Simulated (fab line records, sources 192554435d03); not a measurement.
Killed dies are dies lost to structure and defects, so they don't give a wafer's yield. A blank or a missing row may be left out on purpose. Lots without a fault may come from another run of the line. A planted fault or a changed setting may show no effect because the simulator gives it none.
Which tool did it? | flow n5_finfet | 21 lots, 63 wafers sampled, at 6 steps of a route of 1938

WHAT THE GAUGES READ, wafer by wafer
The record holds no reading of a measuring or inspecting step that can be judged against a usual standard deviation.

WHICH TOOL RAN EACH LOT (tool, then ch and the chambers of the sampled wafers, then the start)
lot  | N5_BEOL_M15_DESCUM_15              | N5_BEOL_M15_DESCUM_33              | N5_BEOL_M15_ETCH_61                | N5_BEOL_M15_DEGAS_41         | N5_MIM_BOT_ETCH_ETCH_00           | N5_MIM_BOT_ETCH_STRIP_01
L074 | rie_diel-05 ch 1,2,3, day 10 17:41 | rie_diel-03 ch 0,2,3, day 10 19:13 | rie_diel-03 ch 0,2,3, day 10 19:15 | pvd_sputter-03, day 10 19:59 | rie_metal-02 ch 0,1, day 11 02:45 | rie_diel-06 ch 0,2,3, day 11 02:53
L076 | rie_diel-03 ch 2,3, day 10 23:26   | rie_diel-05 ch 0,3, day 11 01:01   | rie_diel-05 ch 0,3, day 11 01:04   | pvd_sputter-03, day 11 01:56 | rie_metal-03 ch 0,1, day 11 07:47 | rie_diel-06 ch 2,3, day 11 07:56
L075 | rie_diel-03 ch 0,3, day 11 00:41   | rie_diel-05 ch 2,3, day 11 02:10   | rie_diel-05 ch 2,3, day 11 02:13   | pvd_sputter-02, day 11 05:01 | rie_metal-01 ch 0,1, day 11 12:09 | rie_diel-02 ch 0,3, day 11 12:15
L077 | rie_diel-01 ch 0,1, day 11 20:22   | rie_diel-05 ch 1,2, day 11 21:50   | rie_diel-05 ch 1,2, day 11 21:52   | pvd_sputter-03, day 11 23:11 | rie_metal-02 ch 0,1, day 12 05:30 | rie_diel-02 ch 0,1,3, day 12 05:40
L079 | rie_diel-01 ch 0,1, day 12 03:38   | rie_diel-05 ch 1,2,3, day 12 05:13 | rie_diel-05 ch 1,2,3, day 12 05:15 | pvd_sputter-01, day 12 06:58 | rie_metal-03 ch 0,1, day 12 12:46 | rie_diel-02 ch 1,3, day 12 12:53
L078 | rie_diel-01 ch 0,1,3, day 12 05:56 | rie_diel-01 ch 0,2,3, day 12 07:43 | rie_diel-01 ch 0,2,3, day 12 07:46 | pvd_sputter-01, day 12 08:35 | rie_metal-01 ch 0,1, day 12 14:51 | rie_diel-04 ch 0,2, day 12 15:03
L081 | rie_diel-03 ch 1,2,3, day 12 13:43 | rie_diel-05 ch 1,2,3, day 12 15:31 | rie_diel-05 ch 1,2,3, day 12 15:33 | pvd_sputter-03, day 12 16:12 | rie_metal-03 ch 0,1, day 12 23:52 | rie_diel-02 ch 1,2,3, day 13 00:01
L084 | rie_diel-05 ch 0,2, day 12 22:17   | rie_diel-05 ch 0,3, day 12 23:53   | rie_diel-05 ch 0,3, day 12 23:55   | pvd_sputter-01, day 13 00:53 | rie_metal-03 ch 0,1, day 13 07:55 | rie_diel-02 ch 0,1,3, day 13 08:04
L085 | rie_diel-05 ch 0,2,3, day 13 10:25 | rie_diel-01 ch 0,1,2, day 13 12:35 | rie_diel-01 ch 0,1,2, day 13 12:37 | pvd_sputter-02, day 13 14:49 | rie_metal-03 ch 0,1, day 13 20:55 | rie_diel-02 ch 0,3, day 13 21:03
L086 | rie_diel-03 ch 0,1,2, day 13 17:47 | rie_diel-01 ch 0,1,3, day 13 19:14 | rie_diel-01 ch 0,1,3, day 13 19:16 | pvd_sputter-02, day 13 21:13 | rie_metal-01 ch 0,1, day 14 04:14 | rie_diel-04 ch 0,1,2, day 14 04:23
L087 | rie_diel-05 ch 1,2, day 13 20:56   | rie_diel-01 ch 0,1,3, day 13 22:35 | rie_diel-01 ch 0,1,3, day 13 22:38 | pvd_sputter-01, day 14 00:12 | rie_metal-03 ch 0,1, day 14 05:33 | rie_diel-06 ch 1,2, day 14 05:41
L088 | rie_diel-01 ch 1,2,3, day 14 10:51 | rie_diel-01 ch 1,2,3, day 14 12:42 | rie_diel-01 ch 1,2,3, day 14 12:44 | pvd_sputter-03, day 14 13:25 | rie_metal-01 ch 0,1, day 14 19:12 | rie_diel-06 ch 0,2,3, day 14 19:23
L090 | rie_diel-03 ch 0,1,2, day 14 12:56 | rie_diel-03 ch 0,1,3, day 14 14:34 | rie_diel-03 ch 0,1,3, day 14 14:36 | pvd_sputter-01, day 14 16:03 | rie_metal-02 ch 1, day 14 22:00   | rie_diel-04 ch 0,1,2, day 14 22:16
L091 | rie_diel-03 ch 0,2,3, day 14 18:36 | rie_diel-03 ch 1,2,3, day 14 20:22 | rie_diel-03 ch 1,2,3, day 14 20:23 | pvd_sputter-02, day 14 21:20 | rie_metal-02 ch 1, day 15 04:36   | rie_diel-06 ch 1,2,3, day 15 04:52
L089 | rie_diel-01 ch 0,1,2, day 14 20:00 | rie_diel-03 ch 0,3, day 14 21:29   | rie_diel-03 ch 0,3, day 14 21:31   | pvd_sputter-03, day 14 22:35 | rie_metal-01 ch 0,1, day 15 04:39 | rie_diel-06 ch 1,2,3, day 15 04:47
L092 | rie_diel-03 ch 2,3, day 14 21:47   | rie_diel-01 ch 0,1, day 14 23:22   | rie_diel-01 ch 0,1, day 14 23:25   | pvd_sputter-01, day 15 00:02 | rie_metal-02 ch 0,1, day 15 06:13 | rie_diel-06 ch 0,1, day 15 06:22
L093 | rie_diel-03 ch 2,3, day 15 01:49   | rie_diel-05 ch 1,2,3, day 15 03:22 | rie_diel-05 ch 1,2,3, day 15 03:23 | pvd_sputter-02, day 15 05:01 | rie_metal-01 ch 0,1, day 15 10:35 | rie_diel-02 ch 0,2,3, day 15 10:45
L094 | rie_diel-01 ch 1,2, day 15 04:42   | rie_diel-05 ch 1,3, day 15 06:11   | rie_diel-05 ch 1,3, day 15 06:13   | pvd_sputter-01, day 15 09:59 | rie_metal-03 ch 0, day 15 15:50   | rie_diel-04 ch 0,2, day 15 15:59
L095 | rie_diel-05 ch 0,1,2, day 16 07:25 | rie_diel-03 ch 0,1,3, day 16 09:18 | rie_diel-03 ch 0,1,3, day 16 09:20 | pvd_sputter-03, day 16 11:30 | rie_metal-02 ch 0,1, day 16 16:31 | rie_diel-04 ch 1,3, day 16 16:40
L096 | rie_diel-05 ch 1,2,3, day 16 07:50 | rie_diel-05 ch 1,2,3, day 16 09:31 | rie_diel-05 ch 1,2,3, day 16 09:34 | pvd_sputter-02, day 16 12:22 | rie_metal-01 ch 0,1, day 16 19:21 | rie_diel-02 ch 0,2, day 16 19:29
L097 | rie_diel-03 ch 0,2,3, day 16 21:08 | rie_diel-01 ch 2,3, day 16 22:47   | rie_diel-01 ch 2,3, day 16 22:49   | pvd_sputter-02, day 17 01:31 | rie_metal-03 ch 1, day 17 07:54   | rie_diel-04 ch 1,2, day 17 08:02
- N5_BEOL_M15_DESCUM_15: chemistry O2, time 7.9 s.
- N5_BEOL_M15_DESCUM_33: chemistry O2, time 7.9 s.
- N5_BEOL_M15_ETCH_61: etches BARC in N2/H2, target depth 89 nm, overetch 26.7 nm, time 67.9 s.
- N5_BEOL_M15_DEGAS_41: time 60 s.
- N5_MIM_BOT_ETCH_ETCH_00: etches TiN in Cl2/BCl3, target depth 45.5 nm.
- N5_MIM_BOT_ETCH_STRIP_01: strips in O2.

WHAT THE TOOLS THEMSELVES READ (means of the sampled wafers that have a number; where no wafer has one, the mark that the record gives instead)
N5_BEOL_M15_DESCUM_15. Usual: bias_power_w 20.00 W, standard deviation 0.06; drypump_motor_current_A 5.6 A, standard deviation 0.51; oes_product_au 0.79 a.u., standard deviation 0.085; rf_vpp_V 242.9 V, standard deviation 1.4; showerhead_plenum_p_Torr 2.08 Torr, standard deviation 0.077; throttle_valve_pct 20.43 %, standard deviation 0.19.
lot  | tool        | bias_power_w (W) | drypump_motor_current_A (A) | oes_product_au (a.u.) | rf_vpp_V (V) | showerhead_plenum_p_Torr (Torr) | throttle_valve_pct (%) | flag
L074 | rie_diel-05 | 19.94            | 6.2                         | 0.76                  | 244.8        | 2.19                            | 20.16                  |
L076 | rie_diel-03 | 20.07            | 5.3                         | 0.71                  | 242.7        | 2.11                            | 20.54                  |
L075 | rie_diel-03 | 20.06            | 5.7                         | 0.71                  | 243.5        | 2.11                            | 20.65                  |
L077 | rie_diel-01 | 20.02            | 5.5                         | 0.83                  | 243.2        | 2.12                            | 20.55                  |
L079 | rie_diel-01 | 19.97            | 5.5                         | 0.82                  | 243.9        | 2.12                            | 20.55                  |
L078 | rie_diel-01 | 20.04            | 5.3                         | 0.77                  | 243.0        | 2.07                            | 20.52                  |
L081 | rie_diel-03 | 19.94            | 5.5                         | 0.86                  | 241.8        | 2.06                            | 20.32                  |
L084 | rie_diel-05 | 20.03            | 6.3                         | 0.76                  | 242.3        | 2.11                            | 20.22                  |
L085 | rie_diel-05 | 20.00            | 6.0                         | 0.73                  | 243.7        | 2.10                            | 20.32                  |
L086 | rie_diel-03 | 20.07            | 5.7                         | 0.76                  | 241.6        | 2.04                            | 20.50                  |
L087 | rie_diel-05 | 19.97            | 6.5                         | 0.78                  | 243.6        | 2.19                            | 20.10                  |
L088 | rie_diel-01 | 20.04            | 5.4                         | 0.79                  | 242.1        | 2.04                            | 20.52                  |
L090 | rie_diel-03 | 20.02            | 5.7                         | 0.75                  | 241.9        | 2.03                            | 20.52                  |
L091 | rie_diel-03 | 19.97            | 5.4                         | 0.78                  | 242.6        | 2.08                            | 20.46                  |
L089 | rie_diel-01 | 20.05            | 5.2                         | 0.84                  | 243.7        | 2.08                            | 20.54                  |
L092 | rie_diel-03 | 20.05            | 5.3                         | 0.85                  | 243.0        | 2.10                            | 20.29                  |
L093 | rie_diel-03 | 20.05            | 5.3                         | 0.86                  | 243.2        | 2.10                            | 20.30                  |
L094 | rie_diel-01 | 19.93            | 5.5                         | 0.84                  | 243.1        | 2.09                            | 20.56                  |
L095 | rie_diel-05 | 19.94            | 6.1                         | 0.75                  | 243.4        | 2.10                            | 20.30                  |
L096 | rie_diel-05 | 19.95            | 6.2                         | 0.80                  | 244.1        | 2.18                            | 20.10                  |
L097 | rie_diel-03 | 20.04            | 5.5                         | 0.76                  | 242.5        | 2.07                            | 20.49                  |

N5_BEOL_M15_DESCUM_33. Usual: bias_power_w 20.00 W, standard deviation 0.066; drypump_motor_current_A 5.7 A, standard deviation 0.55; oes_product_au 0.79 a.u., standard deviation 0.086; rf_vpp_V 243.2 V, standard deviation 1.5; showerhead_plenum_p_Torr 2.09 Torr, standard deviation 0.084; throttle_valve_pct 20.38 %, standard deviation 0.21.
lot  | tool        | bias_power_w (W) | drypump_motor_current_A (A) | oes_product_au (a.u.) | rf_vpp_V (V) | showerhead_plenum_p_Torr (Torr) | throttle_valve_pct (%) | flag
L074 | rie_diel-03 | 20.02            | 5.5                         | 0.72                  | 243.2        | 2.09                            | 20.56                  |
L076 | rie_diel-05 | 20.04            | 5.7                         | 0.73                  | 241.7        | 2.02                            | 20.47                  |
L075 | rie_diel-05 | 20.03            | 6.1                         | 0.72                  | 244.5        | 2.18                            | 20.21                  |
L077 | rie_diel-05 | 20.03            | 6.3                         | 0.80                  | 245.5        | 2.20                            | 20.13                  |
L079 | rie_diel-05 | 20.00            | 6.2                         | 0.75                  | 243.9        | 2.19                            | 20.18                  |
L078 | rie_diel-01 | 20.01            | 5.1                         | 0.83                  | 243.2        | 2.04                            | 20.48                  |
L081 | rie_diel-05 | 20.03            | 6.2                         | 0.76                  | 244.7        | 2.19                            | 20.19                  |
L084 | rie_diel-05 | 20.05            | 5.7                         | 0.70                  | 242.3        | 2.09                            | 20.41                  |
L085 | rie_diel-01 | 20.03            | 5.2                         | 0.85                  | 243.1        | 2.09                            | 20.54                  |
L086 | rie_diel-01 | 19.97            | 5.3                         | 0.76                  | 243.9        | 2.07                            | 20.54                  |
L087 | rie_diel-01 | 20.01            | 5.3                         | 0.76                  | 242.5        | 2.07                            | 20.53                  |
L088 | rie_diel-01 | 19.96            | 5.4                         | 0.79                  | 242.5        | 2.04                            | 20.52                  |
L090 | rie_diel-03 | 20.03            | 5.8                         | 0.81                  | 241.7        | 2.09                            | 20.40                  |
L091 | rie_diel-03 | 19.96            | 5.5                         | 0.83                  | 242.5        | 2.06                            | 20.34                  |
L089 | rie_diel-03 | 19.99            | 5.6                         | 0.85                  | 243.8        | 2.13                            | 20.37                  |
L092 | rie_diel-01 | 19.97            | 5.2                         | 0.80                  | 243.1        | 2.11                            | 20.58                  |
L093 | rie_diel-05 | 19.98            | 6.2                         | 0.82                  | 244.5        | 2.18                            | 20.09                  |
L094 | rie_diel-05 | 20.00            | 6.0                         | 0.82                  | 244.2        | 2.18                            | 20.15                  |
L095 | rie_diel-03 | 20.02            | 5.8                         | 0.80                  | 243.2        | 2.08                            | 20.43                  |
L096 | rie_diel-05 | 20.04            | 6.2                         | 0.81                  | 244.1        | 2.18                            | 20.11                  |
L097 | rie_diel-01 | 19.98            | 5.2                         | 0.93                  | 244.5        | 2.16                            | 20.22                  |

N5_BEOL_M15_ETCH_61. Usual: drypump_motor_current_A 5.7 A, standard deviation 0.55; n2_flow_sccm 199.9 sccm, standard deviation 0.64; oes_product_au 0.68 a.u., standard deviation 0.069; rf_vpp_V 523.7 V, standard deviation 3; showerhead_plenum_p_Torr 2.54 Torr, standard deviation 0.1; throttle_valve_pct 17.81 %, standard deviation 0.25.
lot  | tool        | drypump_motor_current_A (A) | n2_flow_sccm (sccm) | oes_product_au (a.u.) | rf_vpp_V (V) | showerhead_plenum_p_Torr (Torr) | throttle_valve_pct (%) | flag
L074 | rie_diel-03 | 5.5                         | 199.7               | 0.62                  | 523.5        | 2.52                            | 17.92                  |
L076 | rie_diel-05 | 5.7                         | 199.9               | 0.62                  | 520.4        | 2.43                            | 17.71                  |
L075 | rie_diel-05 | 6.1                         | 199.5               | 0.63                  | 526.0        | 2.62                            | 17.51                  |
L077 | rie_diel-05 | 6.3                         | 200.2               | 0.69                  | 527.5        | 2.68                            | 17.64                  |
L079 | rie_diel-05 | 6.2                         | 200.2               | 0.66                  | 525.8        | 2.65                            | 17.59                  |
L078 | rie_diel-01 | 5.1                         | 199.6               | 0.71                  | 522.9        | 2.50                            | 18.05                  |
L081 | rie_diel-05 | 6.2                         | 199.3               | 0.65                  | 526.7        | 2.65                            | 17.60                  |
L084 | rie_diel-05 | 5.7                         | 199.7               | 0.60                  | 523.3        | 2.51                            | 17.63                  |
L085 | rie_diel-01 | 5.2                         | 200.1               | 0.73                  | 524.3        | 2.55                            | 18.02                  |
L086 | rie_diel-01 | 5.4                         | 199.1               | 0.66                  | 523.2        | 2.52                            | 18.00                  |
L087 | rie_diel-01 | 5.4                         | 199.8               | 0.65                  | 522.8        | 2.52                            | 18.00                  |
L088 | rie_diel-01 | 5.4                         | 199.8               | 0.68                  | 522.2        | 2.49                            | 17.98                  |
L090 | rie_diel-03 | 5.8                         | 199.9               | 0.70                  | 523.1        | 2.54                            | 17.91                  |
L091 | rie_diel-03 | 5.5                         | 199.5               | 0.70                  | 523.1        | 2.50                            | 17.75                  |
L089 | rie_diel-03 | 5.6                         | 199.3               | 0.71                  | 524.7        | 2.58                            | 17.78                  |
L092 | rie_diel-01 | 5.2                         | 200.0               | 0.69                  | 524.8        | 2.57                            | 18.07                  |
L093 | rie_diel-05 | 6.2                         | 199.9               | 0.71                  | 525.6        | 2.64                            | 17.48                  |
L094 | rie_diel-05 | 6.0                         | 199.6               | 0.72                  | 525.9        | 2.65                            | 17.54                  |
L095 | rie_diel-03 | 5.8                         | 200.4               | 0.68                  | 523.3        | 2.53                            | 17.93                  |
L096 | rie_diel-05 | 6.2                         | 199.9               | 0.70                  | 526.5        | 2.64                            | 17.50                  |
L097 | rie_diel-01 | 5.2                         | 200.5               | 0.80                  | 526.2        | 2.65                            | 17.76                  |

N5_BEOL_M15_DEGAS_41. Usual: heater_power_w 464 W, standard deviation 35.
lot  | tool           | heater_power_w (W) | flag
L074 | pvd_sputter-03 | 474                |
L076 | pvd_sputter-03 | 484                |
L075 | pvd_sputter-02 | 452                |
L077 | pvd_sputter-03 | 466                |
L079 | pvd_sputter-01 | 463                |
L078 | pvd_sputter-01 | 446                |
L081 | pvd_sputter-03 | 495                |
L084 | pvd_sputter-01 | 473                |
L085 | pvd_sputter-02 | 432                |
L086 | pvd_sputter-02 | 452                |
L087 | pvd_sputter-01 | 475                |
L088 | pvd_sputter-03 | 492                |
L090 | pvd_sputter-01 | 465                |
L091 | pvd_sputter-02 | 450                |
L089 | pvd_sputter-03 | 486                |
L092 | pvd_sputter-01 | 490                |
L093 | pvd_sputter-02 | 455                |
L094 | pvd_sputter-01 | 448                |
L095 | pvd_sputter-03 | 470                |
L096 | pvd_sputter-02 | 458                |
L097 | pvd_sputter-02 | 454                |

N5_MIM_BOT_ETCH_ETCH_00. Usual: drypump_motor_current_A 5.7 A, standard deviation 0.37; oes_product_au 0.76 a.u., standard deviation 0.089; throttle_valve_pct 22.05 %, standard deviation 0.3.
lot  | tool         | drypump_motor_current_A (A) | oes_product_au (a.u.) | throttle_valve_pct (%) | flag
L074 | rie_metal-02 | 5.7                         | 0.68                  | 22.17                  |
L076 | rie_metal-03 | 5.7                         | 0.83                  | 21.73                  |
L075 | rie_metal-01 | 6.1                         | 0.74                  | 22.02                  |
L077 | rie_metal-02 | 5.7                         | 0.67                  | 22.19                  |
L079 | rie_metal-03 | 5.7                         | 0.76                  | 22.01                  |
L078 | rie_metal-01 | 5.8                         | 0.78                  | 21.95                  |
L081 | rie_metal-03 | 5.7                         | 0.82                  | 21.74                  |
L084 | rie_metal-03 | 5.7                         | 0.81                  | 21.73                  |
L085 | rie_metal-03 | 5.7                         | 0.76                  | 22.01                  |
L086 | rie_metal-01 | 6.1                         | 0.72                  | 22.05                  |
L087 | rie_metal-03 | 5.7                         | 0.81                  | 21.74                  |
L088 | rie_metal-01 | 5.8                         | 0.77                  | 21.95                  |
L090 | rie_metal-02 | 5.3                         | 0.74                  | 22.31                  |
L091 | rie_metal-02 | 5.3                         | 0.74                  | 22.30                  |
L089 | rie_metal-01 | 6.1                         | 0.72                  | 22.04                  |
L092 | rie_metal-02 | 5.5                         | 0.82                  | 22.27                  |
L093 | rie_metal-01 | 5.8                         | 0.76                  | 21.98                  |
L094 | rie_metal-03 | 5.7                         | 0.69                  | 22.30                  |
L095 | rie_metal-02 | 5.7                         | 0.86                  | 22.22                  |
L096 | rie_metal-01 | 6.1                         | 0.71                  | 22.06                  |
L097 | rie_metal-03 | 5.7                         | 0.85                  | 21.45                  |

N5_MIM_BOT_ETCH_STRIP_01. Usual: drypump_motor_current_A 5.7 A, standard deviation 0.37; oes_product_au 0.83 a.u., standard deviation 0.096; rf_vpp_V 3.7 V, standard deviation 1.4; showerhead_plenum_p_Torr 2.11 Torr, standard deviation 0.076; throttle_valve_pct 16.74 %, standard deviation 0.19.
lot  | tool        | drypump_motor_current_A (A) | oes_product_au (a.u.) | rf_vpp_V (V) | showerhead_plenum_p_Torr (Torr) | throttle_valve_pct (%) | flag
L074 | rie_diel-06 | 5.7                         | 0.88                  | 3.0          | 2.05                            | 16.71                  |
L076 | rie_diel-06 | 5.7                         | 0.86                  | 3.2          | 2.03                            | 16.87                  |
L075 | rie_diel-02 | 5.6                         | 0.82                  | 2.8          | 2.19                            | 16.73                  |
L077 | rie_diel-02 | 5.5                         | 0.78                  | 4.3          | 2.17                            | 16.87                  |
L079 | rie_diel-02 | 5.6                         | 0.73                  | 3.0          | 2.20                            | 17.00                  |
L078 | rie_diel-04 | 6.3                         | 0.70                  | 4.1          | 1.99                            | 16.74                  |
L081 | rie_diel-02 | 5.4                         | 0.74                  | 3.3          | 2.15                            | 16.93                  |
L084 | rie_diel-02 | 5.5                         | 0.77                  | 3.6          | 2.16                            | 16.89                  |
L085 | rie_diel-02 | 5.6                         | 0.81                  | 3.8          | 2.18                            | 16.80                  |
L086 | rie_diel-04 | 6.0                         | 0.75                  | 3.5          | 2.03                            | 16.78                  |
L087 | rie_diel-06 | 5.6                         | 0.93                  | 4.0          | 2.20                            | 16.53                  |
L088 | rie_diel-06 | 5.7                         | 0.89                  | 3.6          | 2.13                            | 16.62                  |
L090 | rie_diel-04 | 5.9                         | 0.74                  | 3.4          | 2.03                            | 16.74                  |
L091 | rie_diel-06 | 5.8                         | 0.90                  | 5.7          | 2.14                            | 16.69                  |
L089 | rie_diel-06 | 5.8                         | 0.89                  | 3.6          | 2.14                            | 16.67                  |
L092 | rie_diel-06 | 6.0                         | 0.89                  | 4.1          | 2.12                            | 16.54                  |
L093 | rie_diel-02 | 5.3                         | 0.86                  | 5.6          | 2.12                            | 16.70                  |
L094 | rie_diel-04 | 6.2                         | 0.72                  | 3.7          | 2.00                            | 16.81                  |
L095 | rie_diel-04 | 5.5                         | 0.89                  | 4.2          | 2.07                            | 16.69                  |
L096 | rie_diel-02 | 5.1                         | 0.89                  | 4.4          | 2.07                            | 16.61                  |
L097 | rie_diel-04 | 6.1                         | 0.91                  | 5.1          | 2.18                            | 16.51                  |

THE ANSWER, worked out from the rows above alone
Rule: a lot is off if the mean of its wafers that have a number lies more than 3 standard deviations from the usual mean. A lot without any number at a reading at which 4 lots or more have one is off too. The other lots that the step has rows for count as sound. The gauges are gone through in route order, then the tools' own readings, and for those a lot's mean is taken as printed above. The first step at which some lot is off is used, and at that step the reading that is off furthest; a lot without a number counts as furthest.
No lot is off at any reading shown: from this, nothing can be told.

WHAT THE SIMULATOR HAD PUT IN
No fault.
